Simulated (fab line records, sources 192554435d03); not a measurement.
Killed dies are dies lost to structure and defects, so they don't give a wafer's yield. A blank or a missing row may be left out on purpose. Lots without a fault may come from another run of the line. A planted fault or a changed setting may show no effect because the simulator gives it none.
Which tool did it? | flow n5_finfet | 12 lots, 30 wafers sampled, at 6 steps of a route of 1938

WHAT THE GAUGES READ, wafer by wafer
N5_ILD0_THK_MEAS_13. Usual: thk_nm 17.7 nm, standard deviation 1.5.
lot  | measured    | on            | thk_nm (nm)    | flag
L588 | day 3 16:21 | film_metro-01 | 15.8 16.3      |
L589 | day 3 23:38 | film_metro-01 | 15.9 18.0      |
L590 | day 4 03:50 | film_metro-01 | 18.8 16.5 20.2 |
L591 | day 4 12:10 | film_metro-01 | 17.9 18.3      |
L593 | day 4 23:53 | film_metro-02 | 17.9 19.3      |
L598 | day 6 11:20 | film_metro-02 | 11.2 11.3      | OFF
L603 | day 7 12:12 | film_metro-02 | 16.4 18.2 16.8 |
L605 | day 8 05:19 | film_metro-02 | 19.1 18.0      |
L606 | day 8 07:33 | film_metro-02 | 16.8 17.2 15.9 |
L608 | day 8 19:37 | film_metro-02 | 16.8 18.7 16.7 |
L610 | day 9 06:23 | film_metro-01 | 19.3 19.4 19.2 |
L611 | day 9 14:16 | film_metro-01 | 16.8 15.9 16.0 |

N5_SDB_OVL_MEAS_12. Usual: SDB_OVL -0.5 nm, standard deviation 0.85.
lot  | measured    | on         | SDB_OVL (nm)   | flag
L588 | day 3 16:53 | overlay-01 | -1.1 -1.2      |
L589 | day 4 00:03 | overlay-01 | -1.6 -1.6      |
L590 | day 4 04:16 | overlay-01 | -1.2 -1.0 -1.9 |
L591 | day 4 12:44 | overlay-02 | 1.2 0.6        |
L593 | day 5 00:26 | overlay-01 | -1.1 -1.6      |
L598 | day 6 11:53 | overlay-01 | -0.7 0.8       |
L603 | day 7 12:45 | overlay-01 | -0.3 1.2 -0.3  |
L605 | day 8 05:44 | overlay-02 | -1.3 -1.4      |
L606 | day 8 09:12 | overlay-02 | -1.3 -0.8 -1.3 |
L608 | day 8 20:09 | overlay-01 | -0.1 0.4 0.3   |
L610 | day 9 06:49 | overlay-02 | -1.0 -1.0 0.3  |
L611 | day 9 14:50 | overlay-01 | -0.3 -0.5 -0.3 |

N5_SDB_INSPECT_13: inspects for defects (brightfield). Usual: raw_defect_count 69, standard deviation 27.
lot  | measured    | on                | raw_defect_count | flag
L588 | day 3 16:55 | defect_inspect-01 | 58 77            |
L589 | day 4 00:04 | defect_inspect-02 | 110 69           |
L590 | day 4 04:17 | defect_inspect-02 | 81 174 61        |
L591 | day 4 12:45 | defect_inspect-02 | 51 44            |
L593 | day 5 00:28 | defect_inspect-02 | 121 97           |
L598 | day 6 11:54 | defect_inspect-01 | 109 143          |
L603 | day 7 12:46 | defect_inspect-02 | 29 76 29         |
L605 | day 8 05:45 | defect_inspect-02 | 77 115           |
L606 | day 8 09:14 | defect_inspect-02 | 54 53 37         |
L608 | day 8 20:11 | defect_inspect-02 | 98 57 67         |
L610 | day 9 06:50 | defect_inspect-02 | 89 58 66         |
L611 | day 9 14:51 | defect_inspect-02 | 89 66 66         |

WHICH TOOL RAN EACH LOT (tool, then ch and the chambers of the sampled wafers, then the start)
lot  | N5_SD_EPI_P_ETCH_16               | N5_ILD0_ALD_15                   | N5_ILD0_CMP_12
L588 | rie_diel-02 ch 0,3, day 3 05:47   | ald_sin-04 ch 3, day 3 13:41     | cmp-04 ch 2, day 3 16:05
L589 | rie_diel-02 ch 0,1, day 3 13:07   | ald_sin-04 ch 2, day 3 21:08     | cmp-04 ch 2,3, day 3 23:27
L590 | rie_diel-01 ch 0,2,3, day 3 17:44 | ald_sin-03 ch 0,2,3, day 4 01:21 | cmp-02 ch 1,2,3, day 4 03:38
L591 | rie_diel-01 ch 0,2, day 4 02:02   | ald_sin-03 ch 0, day 4 09:40     | cmp-03 ch 0,3, day 4 11:52
L593 | rie_diel-03 ch 1,3, day 4 13:36   | ald_sin-02 ch 1,2, day 4 21:24   | cmp-02 ch 0,2, day 4 23:38
L598 | rie_diel-02 ch 0,3, day 6 01:15   | ald_sin-04 ch 2,3, day 6 08:50   | cmp-03 ch 1,3, day 6 11:02
L603 | rie_diel-02 ch 2,3, day 7 01:01   | ald_sin-02 ch 0,2,3, day 7 09:43 | cmp-02 ch 0,2, day 7 11:55
L605 | rie_diel-01 ch 0,2, day 7 19:05   | ald_sin-03 ch 0, day 8 02:49     | cmp-03 ch 0,3, day 8 05:08
L606 | rie_diel-01 ch 0,1,3, day 7 20:40 | ald_sin-02 ch 1,3, day 8 05:03   | cmp-04 ch 1,3, day 8 07:15
L608 | rie_diel-01 ch 1,2, day 8 09:16   | ald_sin-03 ch 1,2, day 8 17:07   | cmp-03 ch 0,3, day 8 19:19
L610 | rie_diel-02 ch 1,3, day 8 19:41   | ald_sin-03 ch 1,3, day 9 03:54   | cmp-03 ch 2,3, day 9 06:06
L611 | rie_diel-03 ch 0,1, day 9 03:33   | ald_sin-02 ch 1,3, day 9 11:46   | cmp-03 ch 0,1, day 9 14:00
- N5_SD_EPI_P_ETCH_16: etches SiO2 in CHF3/O2, target depth 5 nm.
- N5_ILD0_ALD_15: deposits SiNx, target thk 24 nm, pulse time 1 s, ald cycles 480.
- N5_ILD0_CMP_12: polishes SiNx, stops on poly-Si, t overpolish 6 s, target thk 17.67 nm.

WHAT THE TOOLS THEMSELVES READ (means of the sampled wafers that have a number; where no wafer has one, the mark that the record gives instead)
N5_SD_EPI_P_ETCH_16. Usual: drypump_motor_current_A 5.7 A, standard deviation 0.4; oes_product_au 0.75 a.u., standard deviation 0.055; rf_vpp_V 523 V, standard deviation 12; showerhead_plenum_p_Torr 2.39 Torr, standard deviation 0.073; throttle_valve_pct 19.00 %, standard deviation 0.27.
lot  | tool        | drypump_motor_current_A (A) | oes_product_au (a.u.) | rf_vpp_V (V) | showerhead_plenum_p_Torr (Torr) | throttle_valve_pct (%) | flag
L588 | rie_diel-02 | 5.4                         | 0.78                  | 530          | 2.48                            | 18.81                  |
L589 | rie_diel-02 | 5.6                         | 0.74                  | 521          | 2.41                            | 19.04                  |
L590 | rie_diel-01 | 6.2                         | 0.77                  | 525          | 2.40                            | 18.82                  |
L591 | rie_diel-01 | 6.2                         | 0.77                  | 534          | 2.45                            | 18.59                  |
L593 | rie_diel-03 | 5.2                         | 0.72                  | 509          | 2.36                            | 19.15                  |
L598 | rie_diel-02 | 5.4                         | 0.76                  | 530          | 2.47                            | 18.86                  |
L603 | rie_diel-02 | 5.7                         | 0.78                  | 523          | 2.43                            | 18.91                  |
L605 | rie_diel-01 | 6.2                         | 0.74                  | 532          | 2.44                            | 18.63                  |
L606 | rie_diel-01 | 5.9                         | 0.75                  | 532          | 2.32                            | 19.00                  |
L608 | rie_diel-01 | 5.8                         | 0.75                  | 531          | 2.42                            | 18.71                  |
L610 | rie_diel-02 | 5.5                         | 0.78                  | 519          | 2.36                            | 19.09                  |
L611 | rie_diel-03 | 5.2                         | 0.69                  | 520          | 2.41                            | 19.29                  |

N5_ILD0_ALD_15. Usual: chamber_pressure_Torr 2.001 Torr, standard deviation 0.0044; heater_power_w 857 W, standard deviation 71; precursor_pulse_height_rel 1.000, standard deviation 0.018.
lot  | tool       | chamber_pressure_Torr (Torr) | heater_power_w (W) | precursor_pulse_height_rel | flag
L588 | ald_sin-04 | 2.002                        | 892                | 1.000                      |
L589 | ald_sin-04 | 1.993                        | 748                | 0.984                      |
L590 | ald_sin-03 | 2.003                        | 817                | 0.996                      |
L591 | ald_sin-03 | 2.003                        | 906                | 0.990                      |
L593 | ald_sin-02 | 2.000                        | 816                | 1.007                      |
L598 | ald_sin-04 | 2.001                        | 784                | 0.998                      |
L603 | ald_sin-02 | 2.005                        | 895                | 1.000                      |
L605 | ald_sin-03 | 2.003                        | 915                | 1.008                      |
L606 | ald_sin-02 | 2.002                        | 866                | 0.994                      |
L608 | ald_sin-03 | 1.995                        | 866                | 1.001                      |
L610 | ald_sin-03 | 2.001                        | 918                | 0.996                      |
L611 | ald_sin-02 | 1.996                        | 817                | 1.004                      |

N5_ILD0_CMP_12. Usual: motor_current_A 9.3 A, standard deviation 1; pad_life_wafers 1252, standard deviation 620; time_to_endpoint_s 28 s, standard deviation 4.
lot  | tool   | motor_current_A (A) | pad_life_wafers | time_to_endpoint_s (s) | flag
L588 | cmp-04 | 7.8                 | 913             | 24                     |
L589 | cmp-04 | 8.9                 | 963             | 26                     |
L590 | cmp-02 | 8.9                 | 650             | 32                     |
L591 | cmp-03 | 9.0                 | 1560            | 30                     |
L593 | cmp-02 | 9.5                 | 812             | 32                     |
L598 | cmp-03 | 10.1                | 1939            | 11                     | OFF
L603 | cmp-02 | 9.6                 | 1315            | 27                     |
L605 | cmp-03 | 8.5                 | 81              | 28                     |
L606 | cmp-04 | 10.0                | 1735            | 22                     |
L608 | cmp-03 | 8.4                 | 182             | 28                     |
L610 | cmp-03 | 9.0                 | 266             | 30                     |
L611 | cmp-03 | 9.4                 | 326             | 25                     |

THE ANSWER, worked out from the rows above alone
Rule: a lot is off if the mean of its wafers that have a number lies more than 3 standard deviations from the usual mean. A lot without any number at a reading at which 4 lots or more have one is off too. The other lots that the step has rows for count as sound. The gauges are gone through in route order, then the tools' own readings, and for those a lot's mean is taken as printed above. The first step at which some lot is off is used, and at that step the reading that is off furthest; a lot without a number counts as furthest.
Off: L598, at N5_ILD0_THK_MEAS_13 (thk_nm).
A tool fits if, at a process step before that reading, it ran every lot that is off, and no sound lot after the first of them. The gauges at N5_ILD0_THK_MEAS_13 aren't tried: what is off there is off at N5_ILD0_CMP_12 too, on other tools, and a gauge's error can't cause that. One fits: ald_sin-04 at N5_ILD0_ALD_15. Its last sound lot is L589 (day 3 21:08), its first lot that is off L598 (day 6 08:50): a fault that began between those two fits.

WHAT THE SIMULATOR HAD PUT IN
Process parameter drift: ald_sin-04, from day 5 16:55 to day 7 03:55, at N5_ILD0_ALD_15. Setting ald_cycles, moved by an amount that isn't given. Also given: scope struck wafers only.
Lots struck among those shown: L598. The rule above found the same.
